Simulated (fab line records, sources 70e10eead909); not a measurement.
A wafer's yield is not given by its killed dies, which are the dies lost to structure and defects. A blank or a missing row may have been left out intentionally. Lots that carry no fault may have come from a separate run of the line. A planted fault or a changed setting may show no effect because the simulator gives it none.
A struck lot beside a sound one	flow nandHarc	15 out of 1302 route steps
Sound: wafers L644.4, L644.5, L644.6. Struck: wafer L628.1 (left out: L628.2, L628.6 of the same lot, which were not struck); the cause appears at the end.
Order at every step that has rows: each side's tool, ch and its chambers, its first start. Under that, the readings that differ: sound wafers	struck wafers	difference of the means	sigmas: that difference in standard deviations of wafers without a fault.
alike: readings with means less than 2 such deviations apart, plus words and numbers identical on both sides. not compared: withheld readings, readings lacking a value on some wafer, bounds such as >300 that could conceal the same value, and numbers that have no deviation in the record and whose values overlap.
Wherever a step has rows on one side only, a row that says differs or no value, or a row with sigmas, the two part there. Non-overlapping numbers with no deviation appear without sigmas and do not part them. A reading that every wafer of one side lacks parts them only if that side has two wafers or more.

first, 2 steps without rows for these wafers: NHARC_P_CONTACT_ETCH_35 (etches the open film in CF4, target depth 39 nm, time 65 s); NHARC_P_CONTACT_ETCH_36 (etches the open film in N2/H2, target depth 260 nm, time 406.25 s).
NHARC_P_CONTACT_ETCH_18: etches the open film in C4F8/O2/Ar, target depth 481 nm, time 240.5 s.
  sound on rieDiel-05 ch 0,3; struck on rieDiel-09 ch 0
  alike: oesProductAu, rfVppV
  not compared: rfHoursCounterH
then, 1 step without rows for these wafers: NHARC_P_CONTACT_STRIP_37 (strips in C4F8/O2/Ar).
NHARC_P_CONTACT_ETCH_31: etches the open film in CH3F/O2, target depth 30 nm, time 85.7 s.
  sound on rieDiel-05 ch 0,1; struck on rieDiel-09 ch 1
reading	sound	struck	difference	sigmas
rfVppV (V)	241.4 241.7 242.0	244.3	+2.6	+2
showerheadPlenumPTorr (Torr)	2.30 2.30 2.30	2.49	+0.19	+2
  alike: drypumpMotorCurrentA, oesProductAu, throttleValvePct
  not compared: rfHoursCounterH
NHARC_P_CONTACT_CD_MEAS_19:
  sound on cdSem-01, day 13 16:50; struck on cdSem-02, day 6 17:37
  alike: cdNm
NHARC_P_CONTACT_STRIP_28: strips in O2.
  sound on rieDiel-05 ch 0,2,3, day 13 16:58; struck on rieDiel-02 ch 3, day 6 17:42
  alike: drypumpMotorCurrentA, oesProductAu, rfVppV, showerheadPlenumPTorr, throttleValvePct
  not compared: rfHoursCounterH
then, 1 step without rows for these wafers: NHARC_P_CONTACT_STRIP_29 (strips in post etch residue remover, time 1200 s).
NHARC_P_CONTACT_DEGAS_38: time 60 s.
  sound on pvdSputter-01, day 13 17:34; struck on pvdSputter-01, day 6 18:20
  alike: heaterPowerW
then, 2 steps without rows for these wafers: NHARC_P_CONTACT_PRE_CLEAN_39 (time 19.5 s); NHARC_P_CONTACT_PVD_32 (deposits Ti, target thk 5 nm, time 17.7 s).
NHARC_P_CONTACT_ALD_22: deposits TiN, target thk 3 nm, pulse time 1 s, ald cycles 150.
  sound on aldMetal-02 ch 0,3, day 13 17:49; struck on aldMetal-01 ch 3, day 6 18:34
  alike: heaterPowerW, precursorPulseHeightRel
NHARC_P_CONTACT_CVD_23: deposits W, target thk 200 nm, time 557 s.
  sound on cvdW-02 ch 0,1, day 13 18:10; struck on cvdW-02 ch 0, day 6 18:49
  alike: chamberPressureTorr, heaterPowerW, throttleValvePct
NHARC_P_CONTACT_CMP_24: polishes, t overpolish 30 s, target thk 200 nm.
  sound on cmp-03 ch 0,1, day 13 18:40; struck on cmp-01 ch 2, day 6 19:31
reading	sound	struck	difference	sigmas
timeToEndpointS (s)	37.4 37.8 41.4	54.2	+15.3	+6
  alike: motorCurrentA, overpolishRunS, retainingRingPressureFrac
NHARC_END_SORT_01:
  the record has rows for the sound wafers here (prober-01 ch 0, day 32 02:19) and none for the struck ones

WHERE THEY PART
Earliest at NHARC_P_CONTACT_ETCH_31; latest, in this record, at NHARC_END_SORT_01.

WHY: the cause the simulator had injected
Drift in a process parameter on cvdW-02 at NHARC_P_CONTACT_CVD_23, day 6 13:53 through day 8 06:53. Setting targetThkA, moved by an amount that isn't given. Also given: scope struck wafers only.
